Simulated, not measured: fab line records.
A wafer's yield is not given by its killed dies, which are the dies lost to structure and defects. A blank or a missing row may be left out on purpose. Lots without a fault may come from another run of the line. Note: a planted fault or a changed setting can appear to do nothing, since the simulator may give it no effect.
Which tool did it? || flow nand_harc || at 1 step of a route of 1302, 14 lots with 42 wafers sampled

WHAT THE GAUGES SHOWED, per wafer
NHARC_A_SLIT_OVL_MEAS_10. Usual: overlay_x_nm 0.3 nm, standard deviation 0.75; overlay_y_nm -0.1 nm, standard deviation 0.88.
{"lot": "L466", "measured": "day 20 02:00", "on": "overlay-01", "overlay_x_nm (nm)": "0.9 0.6 0.8", "overlay_y_nm (nm)": "-0.5 0.2 -0.2", "flag": ""}
{"lot": "L468", "measured": "day 20 12:38", "on": "overlay-01", "overlay_x_nm (nm)": "0.3 0.0 -0.1", "overlay_y_nm (nm)": "-0.7 -0.5 -1.3", "flag": ""}
{"lot": "L467", "measured": "day 20 13:55", "on": "overlay-02", "overlay_x_nm (nm)": "-0.5 -1.0 -0.5", "overlay_y_nm (nm)": "0.4 0.5 -0.1", "flag": ""}
{"lot": "L469", "measured": "day 21 02:14", "on": "overlay-01", "overlay_x_nm (nm)": "0.3 0.5 0.8", "overlay_y_nm (nm)": "0.1 -0.1 0.1", "flag": ""}
{"lot": "L471", "measured": "day 21 02:23", "on": "overlay-02", "overlay_x_nm (nm)": "1.5 1.3 1.5", "overlay_y_nm (nm)": "0.3 0.3 0.8", "flag": ""}
{"lot": "L470", "measured": "day 21 08:23", "on": "overlay-01", "overlay_x_nm (nm)": "1.0 0.8 1.1", "overlay_y_nm (nm)": "0.9 1.1 1.0", "flag": ""}
{"lot": "L472", "measured": "day 22 02:10", "on": "overlay-01", "overlay_x_nm (nm)": "0.0 0.5 -0.1", "overlay_y_nm (nm)": "0.5 0.4 0.8", "flag": ""}
{"lot": "L475", "measured": "day 23 09:27", "on": "overlay-01", "overlay_x_nm (nm)": "0.3 0.3 0.3", "overlay_y_nm (nm)": "1.0 1.2 0.7", "flag": ""}
{"lot": "L473", "measured": "day 23 09:39", "on": "overlay-02", "overlay_x_nm (nm)": "-1.2 -0.8 -0.5", "overlay_y_nm (nm)": "0.0 0.5 0.9", "flag": ""}
{"lot": "L476", "measured": "day 24 04:27", "on": "overlay-02", "overlay_x_nm (nm)": "0.4 0.4 0.6", "overlay_y_nm (nm)": "-0.1 0.0 0.5", "flag": ""}
{"lot": "L478", "measured": "day 25 02:35", "on": "overlay-01", "overlay_x_nm (nm)": "-0.6 -0.6 -1.0", "overlay_y_nm (nm)": "-0.9 0.0 -0.3", "flag": ""}
{"lot": "L479", "measured": "day 25 03:50", "on": "overlay-01", "overlay_x_nm (nm)": "-0.9 -1.0 -1.1", "overlay_y_nm (nm)": "-1.4 -1.5 -1.0", "flag": ""}
{"lot": "L488", "measured": "day 29 09:32", "on": "overlay-02", "overlay_x_nm (nm)": "0.5 1.0 0.6", "overlay_y_nm (nm)": "-0.3 -0.4 0.1", "flag": ""}
{"lot": "L489", "measured": "day 29 20:01", "on": "overlay-02", "overlay_x_nm (nm)": "0.4 0.3 0.5", "overlay_y_nm (nm)": "-1.7 -2.4 -2.3", "flag": ""}

TOOL THAT RAN EACH LOT (tool first, then ch and the chambers of the sampled wafers, then the start)
The record holds no process step before these readings.

AS READ BY THE TOOLS THEMSELVES (means over the sampled wafers that have a number; for cases with no such wafer, the mark the record gives instead)
The record holds no such reading with a usual standard deviation.

THE ANSWER, worked out from the rows above alone
Rule: take the mean of a lot's wafers that have a number; if it is more than 3 standard deviations from the usual mean, the lot is off. Also off: a lot with no number at a reading for which 4 or more lots have one. The other lots that the step has rows for count as sound. The gauges are gone through in route order, then the tools' own readings, and for those a lot's mean is taken as printed above. The first step at which some lot is off is used, and at that step the reading that is off furthest; a lot without a number counts as furthest.
Nothing can be told from this: no lot is off at any reading shown.

WHAT HAD BEEN PUT IN BY THE SIMULATOR
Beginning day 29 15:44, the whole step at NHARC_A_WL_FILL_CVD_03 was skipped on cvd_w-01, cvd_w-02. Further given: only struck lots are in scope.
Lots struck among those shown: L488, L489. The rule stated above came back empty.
